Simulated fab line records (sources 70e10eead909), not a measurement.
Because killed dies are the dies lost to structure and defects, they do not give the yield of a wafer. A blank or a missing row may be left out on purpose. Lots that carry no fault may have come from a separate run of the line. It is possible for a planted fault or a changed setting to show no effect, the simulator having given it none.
Comparing a struck lot with a sound one || flow nand-harc || 15 steps out of a route of 1159
Sound: the wafers L500.1, L500.2, L500.6. Struck: wafer L511.4. (L511.5 of the same lot was not struck and is left out.) The cause comes at the end.
Each step with rows lists, per side, the tool, then ch with its chambers, then its first start. Under that, the readings that differ: sound wafers || struck wafers || difference of the means || sigmas: that difference in standard deviations of wafers without a fault.
alike: readings whose means differ by less than 2 such deviations, and words and numbers that are the same on both sides. not compared: withheld readings, readings that some wafer has no value for, bounds like >300 that may hide the same value, and numbers for which the record gives no deviation and whose values overlap.
A row with sigmas, a row that says differs or no value, or rows on one side alone: a step with any of these is where the two part. When numbers do not overlap yet have no deviation, they are printed without sigmas and do not part them. A reading missing from all wafers of one side parts the sides only when that side holds two or more wafers.

first, 5 steps without rows for these wafers: NHARC_A_SGD_CUT_SOFTBAKE_04 (time 55 s); NHARC_A_SGD_CUT_EBR_05; NHARC_A_SGD_CUT_EXPOSE_06 (exposes mask SGD); NHARC_A_SGD_CUT_PEB_07 (peb time 65 s); NHARC_A_SGD_CUT_DEVELOP_08 (develop time 35 s).
NHARC_A_SGD_CUT_CD_MEAS_09 targets a cd of 100 nm.
  sound on cd-sem-01 ch 0, day 14 11:52; struck on cd-sem-02 ch 0, day 17 02:30
  alike: cd-nm
NHARC_A_SGD_CUT_OVL_MEAS_10:
  sound on overlay-01 at day 14 11:56; struck on overlay-02 at day 17 02:35
  alike: overlay-x-nm, overlay-y-nm
NHARC_A_SGD_CUT_INSPECT_11:
  sound on defect-inspect-02 at day 14 11:59; struck on defect-inspect-02 at day 17 02:37
  alike: raw-defect-count
NHARC_A_SGD_CUT_DESCUM_14: chemistry O2, time 3 s.
  sound on rie-diel-13 ch 0,1, day 14 12:03; struck on rie-diel-09 ch 2, day 17 02:43
{"reading": "throttle-valve-pct (%)", "sound": "11.317 11.310 11.310", "struck": 11.291, "difference": -0.021, "sigmas": -2}
  alike: drypump-motor-current-A, oes-product-au, rf-vpp-V, showerhead-plenum-p-Torr
  not compared: rf-hours-counter-h
NHARC_A_SGD_CUT_ETCH_58: etches the open film in CF4, target depth 39 nm, time 65 s.
  sound on rie-diel-13 ch 0,1,2, day 14 12:09; struck on rie-diel-09 ch 2, day 17 02:47
  alike: bias-w, drypump-motor-current-A, oes-product-au, rf-vpp-V, showerhead-plenum-p-Torr, throttle-valve-pct
  not compared: rf-hours-counter-h
NHARC_A_SGD_CUT_ETCH_59: etches the open film in N2/H2, target depth 260 nm, time 406.25 s.
  sound on rie-diel-13 ch 0,1,3; struck on rie-diel-09 ch 1
  alike: bias-w, drypump-motor-current-A, h2-flow-sccm, n2-flow-sccm, oes-product-au, rf-vpp-V, showerhead-plenum-p-Torr, throttle-valve-pct
  not compared: rf-hours-counter-h
NHARC_A_SGD_CUT_ETCH_15: etches the open film in CH3F/O2, target depth 75 nm, time 64.3 s.
  sound on rie-diel-13 ch 0,1; struck on rie-diel-09 ch 3
  alike: bias-w, drypump-motor-current-A, oes-product-au, rf-vpp-V, showerhead-plenum-p-Torr, throttle-valve-pct
  not compared: rf-hours-counter-h
NHARC_A_SGD_CUT_ETCH_16: etches the open film in C4F8/O2/Ar, target depth 310.5 nm, time 155.2 s.
  sound on rie-diel-13 ch 0,2,3, day 14 12:38; struck on rie-diel-09 ch 1, day 17 03:17
{"reading": "bias-w (W)", "sound": "803.2 798.5 801.7", "struck": 795.7, "difference": -5.4, "sigmas": -2}
{"reading": "oes-product-au (a.u.)", "sound": "0.978 0.972 0.986", "struck": 0.885, "difference": -0.094, "sigmas": -6}
  alike: rf-vpp-V
  not compared: rf-hours-counter-h
then, 1 step without rows for these wafers: NHARC_A_SGD_CUT_STRIP_60 (strips in C4F8/O2/Ar).
-- the record jumps here: 6 days lie between the struck wafers' starts before and after (it left off in module A_SGD_CUT and takes up again in module END, whose first step shown is number 1159 of the route) --
NHARC_END_SORT_01:
  sound on prober-02 ch 0, day 20 00:17; struck on prober-01 ch 0, day 22 16:29
{"reading": "killed-at-array", "sound": "15 20 11", "struck": 550, "difference": "+535", "sigmas": "+49"}
{"reading": "killed-dies", "sound": "19 33 23", "struck": 559, "difference": "+534", "sigmas": "+49"}
  alike: killed-at-other, killed-at-periphery, killed-open, killed-short

WHERE THEY PART
Earliest at NHARC_A_SGD_CUT_DESCUM_14; latest, in this record, at NHARC_END_SORT_01.

WHY: whatever the simulator had introduced
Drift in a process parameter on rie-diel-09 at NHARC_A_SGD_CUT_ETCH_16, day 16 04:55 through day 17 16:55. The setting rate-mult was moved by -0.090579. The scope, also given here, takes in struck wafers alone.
